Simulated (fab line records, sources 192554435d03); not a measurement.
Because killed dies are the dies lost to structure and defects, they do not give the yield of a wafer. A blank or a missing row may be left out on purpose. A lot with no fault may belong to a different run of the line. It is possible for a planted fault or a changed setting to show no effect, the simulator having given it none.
Lot-split experiment + flow n5_finfet + 21 wafers read across 7 lots, on a route 1938 steps long

## ON THE SPLIT
At N5_BEOL_M3_ETCH_70 (etches SOC in N2/H2, target depth 80 nm, overetch 16 nm, time 120 s), the setting time_s was moved away from the recipe's 120 s on 10 of the 21 wafers read, by -20.5% to +9.2%. For the rest of the wafers, this setting stayed at what the recipe calls for.

The split's own step is where the reading is taken.

## THE READING
SiARC_of_BEOL_M3_COAT_68.thk_nm (the simulator's own value, which no gauge read), in nm, at N5_BEOL_M3_ETCH_70 (etches SOC in N2/H2, target depth 80 nm, overetch 16 nm, time 120 s). The file gives no usual value for it. Across the 11 wafers here that went through the recipe, the average is 6.5 nm and the standard deviation 0.13 nm.

| wafer  | tool, chamber at the split | time_s as run, s | against the recipe | SiARC_of_BEOL_M3_COAT_68.thk_nm, nm | against lot-mates on the recipe |
|--------|----------------------------|------------------|--------------------|-------------------------------------|---------------------------------|
| L077.1 | rie_diel-04, 0             | 131              | +9.2%              | 6                                   | -0.4                            |
| L077.2 | rie_diel-04, 2             | 120              | recipe             | 6.4                                 | -                               |
| L077.4 | rie_diel-04, 1             | 131              | +9.2%              | 5.6                                 | -0.8                            |
| L082.1 | rie_diel-02, 0             | 107.6            | -10.3%             | 7                                   | no lot-mate on the recipe       |
| L082.4 | rie_diel-02, 3             | 107.6            | -10.3%             | 7.2                                 | no lot-mate on the recipe       |
| L082.5 | rie_diel-02, 2             | 107.6            | -10.3%             | 6.8                                 | no lot-mate on the recipe       |
| L085.1 | rie_diel-02, 2             | 120              | recipe             | 6.4                                 | -                               |
| L085.3 | rie_diel-02, 0             | 95.41            | -20.5%             | 7.6                                 | +1.1                            |
| L085.4 | rie_diel-02, 3             | 120              | recipe             | 6.6                                 | -                               |
| L086.2 | rie_diel-04, 0             | 120              | recipe             | 6.6                                 | -                               |
| L086.5 | rie_diel-04, 0             | 110.1            | -8.3%              | 7                                   | +0.4                            |
| L086.6 | rie_diel-04, 1             | 110.1            | -8.3%              | 6.6                                 | +0.0                            |
| L089.1 | rie_diel-04, 3             | 120              | recipe             | 6.2                                 | -                               |
| L089.3 | rie_diel-04, 0             | 120              | recipe             | 6.6                                 | -                               |
| L089.4 | rie_diel-04, 2             | 120              | recipe             | 6.4                                 | -                               |
| L092.2 | rie_diel-02, 0             | 120              | recipe             | 6.6                                 | -                               |
| L092.6 | rie_diel-02, 0             | 120              | recipe             | 6.6                                 | -                               |
| L092.4 | rie_diel-02, 2             | 120              | recipe             | 6.4                                 | -                               |
| L094.3 | rie_diel-02, 1             | 102.5            | -14.6%             | 7.2                                 | +0.6                            |
| L094.5 | rie_diel-02, 3             | 120              | recipe             | 6.6                                 | -                               |
| L094.6 | rie_diel-02, 0             | 102.5            | -14.6%             | 7.4                                 | +0.8                            |

THE FIT
A straight line over all 21 wafers: SiARC_of_BEOL_M3_COAT_68.thk_nm changes by -0.0569 nm for each +1% of time_s; r = -0.94; the points scatter about the line by 0.17 nm.
The same after taking each lot's own level away (the mean of its wafers on the recipe; 18 wafers): -0.0516 nm for each +1%; r = -0.93; scatter 0.16 nm.
The reading moves by 1.1 nm for the largest change in time_s, on that fit.
From 6.40 to 6.60 nm: that is the span of the lots' own levels, equal to 1.5 times the standard deviation above.
So the lot-to-lot level changes the slope: the two fits differ.
Check: with one of the wafers moved furthest among these (-20.5%) left out of the fit, the line predicts +0.965 nm for it against its lot-mates. It came out at +1.1 nm against them.

## OTHER SPLITS ON THESE WAFERS
These wafers also went through other splits before the reading. Each is held against what the fit with the lots' levels taken away leaves over:
| other split on the same wafers     | wafers away from the commonest value | r with SiARC_of_BEOL_M3_COAT_68.thk_nm (lot level and that fit taken away) |
|------------------------------------|--------------------------------------|----------------------------------------------------------------------------|
| N5_BEOL_M1_TRENCH_ETCH_37 source_w | 7                                    | +0.16                                                                      |
| N5_BEOL_M2_COAT_67 spin_rpm        | 3                                    | +0.02                                                                      |
| N5_BEOL_M2_COAT_76 spin_rpm        | 7                                    | +0.11                                                                      |
| N5_BEOL_M2_TRENCH_ETCH_37 source_w | 7                                    | -0.18                                                                      |

## FILE'S OWN FIT
SiARC_of_BEOL_M3_COAT_68.thk_nm changes by -0.0508 nm for each +1% of time_s, r = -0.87.
